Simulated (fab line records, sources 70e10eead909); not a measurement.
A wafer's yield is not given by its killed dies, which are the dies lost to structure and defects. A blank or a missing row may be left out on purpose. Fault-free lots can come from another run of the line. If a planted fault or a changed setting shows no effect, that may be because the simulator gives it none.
The tool behind it: which one? :: flow nand-harc :: Sampling: 12 lots, 36 wafers, 5 of 1302 route steps

WHAT THE GAUGES SHOWED, per wafer
The record holds no reading of a measuring or inspecting step that can be judged against a usual standard deviation.

EACH LOT AND THE TOOL THAT RAN IT (in order: tool; ch and the chambers of the sampled wafers; start)
lot: L616
NHARC_P_CONTACT_DEP_30: pecvd-02 ch 0,1,2, day 5 16:44
NHARC_P_CONTACT_DEP_00: pecvd-02 ch 0,1,2, day 5 17:28 or earlier
NHARC_P_CONTACT_CMP_01: cmp-02 ch 1,2, day 5 17:28
NHARC_P_CONTACT_CVD_23: cvd-w-01 ch 0,1, day 5 20:35
NHARC_P_CONTACT_CMP_24: cmp-02 ch 1,2,3, day 5 21:13

lot: L617
NHARC_P_CONTACT_DEP_30: pecvd-03 ch 0,2, day 5 23:25
NHARC_P_CONTACT_DEP_00: pecvd-03 ch 0,2, day 6 00:10 or earlier
NHARC_P_CONTACT_CMP_01: cmp-02 ch 0,2,3, day 6 00:10
NHARC_P_CONTACT_CVD_23: cvd-w-01 ch 0,1, day 6 03:40
NHARC_P_CONTACT_CMP_24: cmp-02 ch 0,1,3, day 6 04:18

lot: L619
NHARC_P_CONTACT_DEP_30: pecvd-04 ch 0,2, day 7 00:44
NHARC_P_CONTACT_DEP_00: pecvd-04 ch 0,2, day 7 01:26 or earlier
NHARC_P_CONTACT_CMP_01: cmp-02 ch 0,1,3, day 7 01:26
NHARC_P_CONTACT_CVD_23: cvd-w-01 ch 0,1, day 7 04:29
NHARC_P_CONTACT_CMP_24: cmp-03 ch 1,2, day 7 05:10

lot: L620
NHARC_P_CONTACT_DEP_30: pecvd-04 ch 1,2, day 7 14:37
NHARC_P_CONTACT_DEP_00: pecvd-04 ch 1,2, day 7 15:18 or earlier
NHARC_P_CONTACT_CMP_01: cmp-02 ch 1,2,3, day 7 15:18
NHARC_P_CONTACT_CVD_23: cvd-w-01 ch 0,1, day 7 18:17
NHARC_P_CONTACT_CMP_24: cmp-02 ch 2,3, day 7 18:58

lot: L622
NHARC_P_CONTACT_DEP_30: pecvd-04 ch 0,1,2, day 8 04:47
NHARC_P_CONTACT_DEP_00: pecvd-04 ch 0,1,2, day 8 05:26 or earlier
NHARC_P_CONTACT_CMP_01: cmp-03 ch 1,3, day 8 05:26
NHARC_P_CONTACT_CVD_23: cvd-w-01 ch 0,1, day 8 08:23
NHARC_P_CONTACT_CMP_24: cmp-04 ch 0,1, day 8 09:02

lot: L623
NHARC_P_CONTACT_DEP_30: pecvd-04 ch 1,2, day 8 22:25
NHARC_P_CONTACT_DEP_00: pecvd-04 ch 1,2, day 8 23:08 or earlier
NHARC_P_CONTACT_CMP_01: cmp-03 ch 0,2,3, day 8 23:08
NHARC_P_CONTACT_CVD_23: cvd-w-02 ch 0,1, day 9 02:40
NHARC_P_CONTACT_CMP_24: cmp-03 ch 0,1,2, day 9 03:10

lot: L627
NHARC_P_CONTACT_DEP_30: pecvd-03 ch 1,2, day 10 07:29
NHARC_P_CONTACT_DEP_00: pecvd-03 ch 1,2, day 10 08:17 or earlier
NHARC_P_CONTACT_CMP_01: cmp-04 ch 1,2,3, day 10 08:17
NHARC_P_CONTACT_CVD_23: cvd-w-01 ch 0,1, day 10 11:25
NHARC_P_CONTACT_CMP_24: cmp-04 ch 0,2,3, day 10 11:58

lot: L630
NHARC_P_CONTACT_DEP_30: pecvd-03 ch 0,1,2, day 11 20:30
NHARC_P_CONTACT_DEP_00: pecvd-03 ch 0,1,2, day 11 21:07 or earlier
NHARC_P_CONTACT_CMP_01: cmp-02 ch 0,3, day 11 21:07
NHARC_P_CONTACT_CVD_23: cvd-w-01 ch 0,1, day 12 00:29
NHARC_P_CONTACT_CMP_24: cmp-02 ch 0,2,3, day 12 00:55

lot: L631
NHARC_P_CONTACT_DEP_30: pecvd-02 ch 0,1,2, day 12 07:46
NHARC_P_CONTACT_DEP_00: pecvd-02 ch 0,1,2, day 12 08:22 or earlier
NHARC_P_CONTACT_CMP_01: cmp-03 ch 2,3, day 12 08:22
NHARC_P_CONTACT_CVD_23: cvd-w-01 ch 0,1, day 12 11:33
NHARC_P_CONTACT_CMP_24: cmp-04 ch 1,2, day 12 11:56

lot: L637
NHARC_P_CONTACT_DEP_30: pecvd-04 ch 1,2, day 14 22:51
NHARC_P_CONTACT_DEP_00: pecvd-04 ch 1,2, day 14 23:35 or earlier
NHARC_P_CONTACT_CMP_01: cmp-03 ch 0,1,3, day 14 23:35
NHARC_P_CONTACT_CVD_23: cvd-w-01 ch 0,1, day 15 02:45
NHARC_P_CONTACT_CMP_24: cmp-04 ch 0,1, day 15 03:09

lot: L638
NHARC_P_CONTACT_DEP_30: pecvd-02 ch 1,2, day 15 02:17
NHARC_P_CONTACT_DEP_00: pecvd-02 ch 1,2, day 15 03:00 or earlier
NHARC_P_CONTACT_CMP_01: cmp-03 ch 0,3, day 15 03:00
NHARC_P_CONTACT_CVD_23: cvd-w-01 ch 0,1, day 15 06:04
NHARC_P_CONTACT_CMP_24: cmp-04 ch 0,1,3, day 15 06:43

lot: L639
NHARC_P_CONTACT_DEP_30: pecvd-03 ch 0,2, day 15 05:55
NHARC_P_CONTACT_DEP_00: pecvd-03 ch 0,2, day 15 06:16
NHARC_P_CONTACT_CMP_01: cmp-02 ch 0,2,3, day 15 06:55
NHARC_P_CONTACT_CVD_23: cvd-w-01 ch 0,1, day 15 09:57
NHARC_P_CONTACT_CMP_24: cmp-04 ch 0,1,2, day 15 10:37
- NHARC_P_CONTACT_DEP_30: deposits SiNx, target thk 30 nm.
- NHARC_P_CONTACT_DEP_00: deposits SiO2, target thk 500 nm.
- NHARC_P_CONTACT_CMP_01: polishes SiO2, target thk 200 nm.
- NHARC_P_CONTACT_CVD_23: deposits W, target thk 200 nm, time 557 s.
- NHARC_P_CONTACT_CMP_24: polishes, t overpolish 30 s, target thk 200 nm.

AS READ BY THE TOOLS THEMSELVES (means over the sampled wafers that have a number; for cases with no such wafer, the mark the record gives instead)
NHARC_P_CONTACT_DEP_30. Usual: heater-power-outer-w 437 W, standard deviation 89; heater-power-w 731 W, standard deviation 110.
lot: L616
tool: pecvd-02
heater-power-outer-w (W): 459
heater-power-w (W): 738
flag: 

lot: L617
tool: pecvd-03
heater-power-outer-w (W): 560
heater-power-w (W): 894
flag: 

lot: L619
tool: pecvd-04
heater-power-outer-w (W): 406
heater-power-w (W): 744
flag: 

lot: L620
tool: pecvd-04
heater-power-outer-w (W): 381
heater-power-w (W): 700
flag: 

lot: L622
tool: pecvd-04
heater-power-outer-w (W): 338
heater-power-w (W): 644
flag: 

lot: L623
tool: pecvd-04
heater-power-outer-w (W): 330
heater-power-w (W): 632
flag: 

lot: L627
tool: pecvd-03
heater-power-outer-w (W): 418
heater-power-w (W): 720
flag: 

lot: L630
tool: pecvd-03
heater-power-outer-w (W): 520
heater-power-w (W): 813
flag: 

lot: L631
tool: pecvd-02
heater-power-outer-w (W): 510
heater-power-w (W): 783
flag: 

lot: L637
tool: pecvd-04
heater-power-outer-w (W): 326
heater-power-w (W): 613
flag: 

lot: L638
tool: pecvd-02
heater-power-outer-w (W): 493
heater-power-w (W): 767
flag: 

lot: L639
tool: pecvd-03
heater-power-outer-w (W): 520
heater-power-w (W): 858
flag: 

NHARC_P_CONTACT_DEP_00. Usual: heater-power-outer-w 314 W, standard deviation 88; heater-power-w 567 W, standard deviation 110; throttle-valve-pct 16.0 %, standard deviation 0.51.
lot: L616
tool: pecvd-02
heater-power-outer-w (W): 366
heater-power-w (W): 615
throttle-valve-pct (%): 15.7
flag: 

lot: L617
tool: pecvd-03
heater-power-outer-w (W): 393
heater-power-w (W): 672
throttle-valve-pct (%): 16.0
flag: 

lot: L619
tool: pecvd-04
heater-power-outer-w (W): 238
heater-power-w (W): 521
throttle-valve-pct (%): 15.6
flag: 

lot: L620
tool: pecvd-04
heater-power-outer-w (W): 262
heater-power-w (W): 547
throttle-valve-pct (%): 15.2
flag: 

lot: L622
tool: pecvd-04
heater-power-outer-w (W): 237
heater-power-w (W): 495
throttle-valve-pct (%): 15.8
flag: 

lot: L623
tool: pecvd-04
heater-power-outer-w (W): 195
heater-power-w (W): 442
throttle-valve-pct (%): 15.4
flag: 

lot: L627
tool: pecvd-03
heater-power-outer-w (W): 350
heater-power-w (W): 632
throttle-valve-pct (%): 16.2
flag: 

lot: L630
tool: pecvd-03
heater-power-outer-w (W): 350
heater-power-w (W): 603
throttle-valve-pct (%): 16.0
flag: 

lot: L631
tool: pecvd-02
heater-power-outer-w (W): 317
heater-power-w (W): 536
throttle-valve-pct (%): 16.0
flag: 

lot: L637
tool: pecvd-04
heater-power-outer-w (W): 228
heater-power-w (W): 474
throttle-valve-pct (%): 15.4
flag: 

lot: L638
tool: pecvd-02
heater-power-outer-w (W): 393
heater-power-w (W): 648
throttle-valve-pct (%): 16.3
flag: 

lot: L639
tool: pecvd-03
heater-power-outer-w (W): 380
heater-power-w (W): 674
throttle-valve-pct (%): 16.4
flag: 

NHARC_P_CONTACT_CMP_01. Usual: motor-current-A reads 12.4 A (standard deviation 1.5).
lot: L616
tool: cmp-02
motor-current-A (A): 12.5
flag: 

lot: L617
tool: cmp-02
motor-current-A (A): 11.5
flag: 

lot: L619
tool: cmp-02
motor-current-A (A): 11.3
flag: 

lot: L620
tool: cmp-02
motor-current-A (A): 12.6
flag: 

lot: L622
tool: cmp-03
motor-current-A (A): 14.2
flag: 

lot: L623
tool: cmp-03
motor-current-A (A): 13.0
flag: 

lot: L627
tool: cmp-04
motor-current-A (A): 12.0
flag: 

lot: L630
tool: cmp-02
motor-current-A (A): 9.8
flag: 

lot: L631
tool: cmp-03
motor-current-A (A): 12.6
flag: 

lot: L637
tool: cmp-03
motor-current-A (A): 13.9
flag: 

lot: L638
tool: cmp-03
motor-current-A (A): 13.9
flag: 

lot: L639
tool: cmp-02
motor-current-A (A): 11.1
flag: 

NHARC_P_CONTACT_CVD_23. Usual: heater-power-outer-w 256 W, standard deviation 23; heater-power-w 448 W, standard deviation 26; throttle-valve-pct 7.96 %, standard deviation 0.25.
lot: L616
tool: cvd-w-01
heater-power-outer-w (W): 265
heater-power-w (W): 457
throttle-valve-pct (%): 7.96
flag: 

lot: L617
tool: cvd-w-01
heater-power-outer-w (W): 272
heater-power-w (W): 458
throttle-valve-pct (%): 7.86
flag: 

lot: L619
tool: cvd-w-01
heater-power-outer-w (W): 279
heater-power-w (W): 446
throttle-valve-pct (%): 8.13
flag: 

lot: L620
tool: cvd-w-01
heater-power-outer-w (W): 273
heater-power-w (W): 457
throttle-valve-pct (%): 8.01
flag: 

lot: L622
tool: cvd-w-01
heater-power-outer-w (W): 266
heater-power-w (W): 457
throttle-valve-pct (%): 8.13
flag: 

lot: L623
tool: cvd-w-02
heater-power-outer-w (W): 225
heater-power-w (W): 410
throttle-valve-pct (%): 7.94
flag: 

lot: L627
tool: cvd-w-01
heater-power-outer-w (W): 274
heater-power-w (W): 461
throttle-valve-pct (%): 8.08
flag: 

lot: L630
tool: cvd-w-01
heater-power-outer-w (W): 275
heater-power-w (W): 465
throttle-valve-pct (%): 8.06
flag: 

lot: L631
tool: cvd-w-01
heater-power-outer-w (W): 274
heater-power-w (W): 459
throttle-valve-pct (%): 8.23
flag: 

lot: L637
tool: cvd-w-01
heater-power-outer-w (W): 272
heater-power-w (W): 476
throttle-valve-pct (%): 8.13
flag: 

lot: L638
tool: cvd-w-01
heater-power-outer-w (W): 270
heater-power-w (W): 465
throttle-valve-pct (%): 8.02
flag: 

lot: L639
tool: cvd-w-01
heater-power-outer-w (W): 268
heater-power-w (W): 477
throttle-valve-pct (%): 8.05
flag: 

NHARC_P_CONTACT_CMP_24. Usual: motor-current-A 12.2 A, standard deviation 1.3; overpolish-run-s 30.002 s, standard deviation 0.0095; time-to-endpoint-s 39.9 s, standard deviation 2.7.
lot: L616
tool: cmp-02
motor-current-A (A): 12.4
overpolish-run-s (s): 30.004
time-to-endpoint-s (s): 39.1
flag: 

lot: L617
tool: cmp-02
motor-current-A (A): 11.4
overpolish-run-s (s): 30.008
time-to-endpoint-s (s): 41.2
flag: 

lot: L619
tool: cmp-03
motor-current-A (A): 12.6
overpolish-run-s (s): 30.005
time-to-endpoint-s (s): 39.8
flag: 

lot: L620
tool: cmp-02
motor-current-A (A): 12.4
overpolish-run-s (s): 30.002
time-to-endpoint-s (s): 39.7
flag: 

lot: L622
tool: cmp-04
motor-current-A (A): 11.5
overpolish-run-s (s): 30.004
time-to-endpoint-s (s): 42.6
flag: 

lot: L623
tool: cmp-03
motor-current-A (A): 12.2
overpolish-run-s (s): 30.000
time-to-endpoint-s (s): 39.0
flag: 

lot: L627
tool: cmp-04
motor-current-A (A): 12.3
overpolish-run-s (s): 29.999
time-to-endpoint-s (s): 40.3
flag: 

lot: L630
tool: cmp-02
motor-current-A (A): 11.4
overpolish-run-s (s): 30.001
time-to-endpoint-s (s): 49.4
flag: OFF

lot: L631
tool: cmp-04
motor-current-A (A): 11.8
overpolish-run-s (s): 30.001
time-to-endpoint-s (s): 63.2
flag: OFF

lot: L637
tool: cmp-04
motor-current-A (A): 11.9
overpolish-run-s (s): 30.001
time-to-endpoint-s (s): 38.5
flag: 

lot: L638
tool: cmp-04
motor-current-A (A): 12.6
overpolish-run-s (s): 30.001
time-to-endpoint-s (s): 40.6
flag: 

lot: L639
tool: cmp-04
motor-current-A (A): 12.0
overpolish-run-s (s): 30.012
time-to-endpoint-s (s): 39.5
flag: 

THE ANSWER, worked out from the rows above alone
Rule: a lot is off if the mean of its wafers that have a number lies more than 3 standard deviations from the usual mean. A lot without any number at a reading at which 4 lots or more have one is off too. Any other lot the step has rows for is counted as sound. Order of review: gauges by route order, followed by the tools' own readings, for which a lot's mean as printed above is used. The first step at which some lot is off is used, and at that step the reading that is off furthest; a lot without a number counts as furthest.
Off, at NHARC_P_CONTACT_CMP_24 on time-to-endpoint-s: L630, L631.
A tool fits if, at that step or a process step before it, it ran every lot that is off, and no sound lot after the first of them. NHARC_P_CONTACT_DEP_00: start missing for some lots; hours and lot order therefore follow NHARC_P_CONTACT_CMP_01. Not one of the candidates tried fits.

WHAT WAS PUT IN BY THE SIMULATOR
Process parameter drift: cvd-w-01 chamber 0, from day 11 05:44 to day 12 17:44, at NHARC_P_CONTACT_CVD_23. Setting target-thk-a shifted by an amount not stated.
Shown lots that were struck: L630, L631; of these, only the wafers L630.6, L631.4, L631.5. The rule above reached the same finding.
